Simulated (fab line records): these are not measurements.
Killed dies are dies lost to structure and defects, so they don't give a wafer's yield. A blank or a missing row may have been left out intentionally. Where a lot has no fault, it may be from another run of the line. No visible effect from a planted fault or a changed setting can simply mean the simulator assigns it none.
One fault seen from 2 desks    flow n5_finfet    what lay behind the numbers comes last; until then each desk has only its own

DESK OF THE TOOL OWNER: ald_sin-02
The tool's own readings at N5_MOL_CONTACT_COAG_ALD_27 (deposits SiOC, target thk 17 nm, pulse time 1.5 s, time 2720 s): means of the sampled wafers that have a number, for each lot that ran on this tool. A lot is out of limits, marked OUT, if its mean lies more than 4 standard deviations from the usual mean; the brackets give that distance.
Columns: A = heater_power_w at N5_MOL_CONTACT_COAG_ALD_27, usual 791 W; B = precursor_pulse_height_rel at N5_MOL_CONTACT_COAG_ALD_27, usual 1.000; C = run_length_s at N5_MOL_CONTACT_COAG_ALD_27, usual 2769.9 s
lot   first seen here  A    B      C
L437  day 5 23:34      771  1.010  2827.6 (+98) OUT
L438  day 6 01:07      804  1.002  2886.3 (+99 or more) OUT
L449  day 9 05:57      796  1.015  2770.3
L451  day 9 15:58      741  1.015  2770.1
L452  day 9 20:54      762  1.008  2769.4
L456  day 10 22:45     869  1.004  2770.4
This desk's verdict: out of limits on L437, L438, starting with L437 at day 5 23:34 (run_length_s at N5_MOL_CONTACT_COAG_ALD_27). Within limits: L449, L451, L452, L456.

THE DEFECT DESK
For each lot, the counts of the inspections along the route, averaged over the sampled wafers that have a number. A lot is out of limits, marked OUT, if its mean lies more than 4 standard deviations from the usual mean; the brackets give that distance.
Columns: A = raw_defect_count at N5_MOL_CONTACT_COAG_INSPECT_57, usual 211
lot   first seen here  A
L437  day 6 04:48      237
L438  day 6 06:23      206
L441  day 7 06:43      152
L448  day 9 00:04      265
L449  day 9 09:58      269
L450  day 9 11:00      184
L451  day 9 18:58      256
L452  day 9 23:51      204
L453  day 10 10:08     169
L455  day 10 19:04     215
L457  day 10 21:33     253
L456  day 11 01:51     187
This desk found nothing out of limits on any of the 12 lots.

TAKEN TOGETHER
The tool owner's desk could have raised an alarm at day 5 23:34, on L437, L438.
The defect desk saw nothing out of limits.
The defect desk has L437, L438 on record, within its limits.
The lots listed all ran N5_MOL_CONTACT_COAG_ALD_27 on ald_sin-02.

WHAT THE SIMULATOR HAD INSERTED
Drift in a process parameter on ald_sin-02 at N5_MOL_CONTACT_COAG_ALD_27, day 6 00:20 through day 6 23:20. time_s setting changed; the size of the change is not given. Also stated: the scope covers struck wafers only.
Lots struck among those shown: L437, L438.
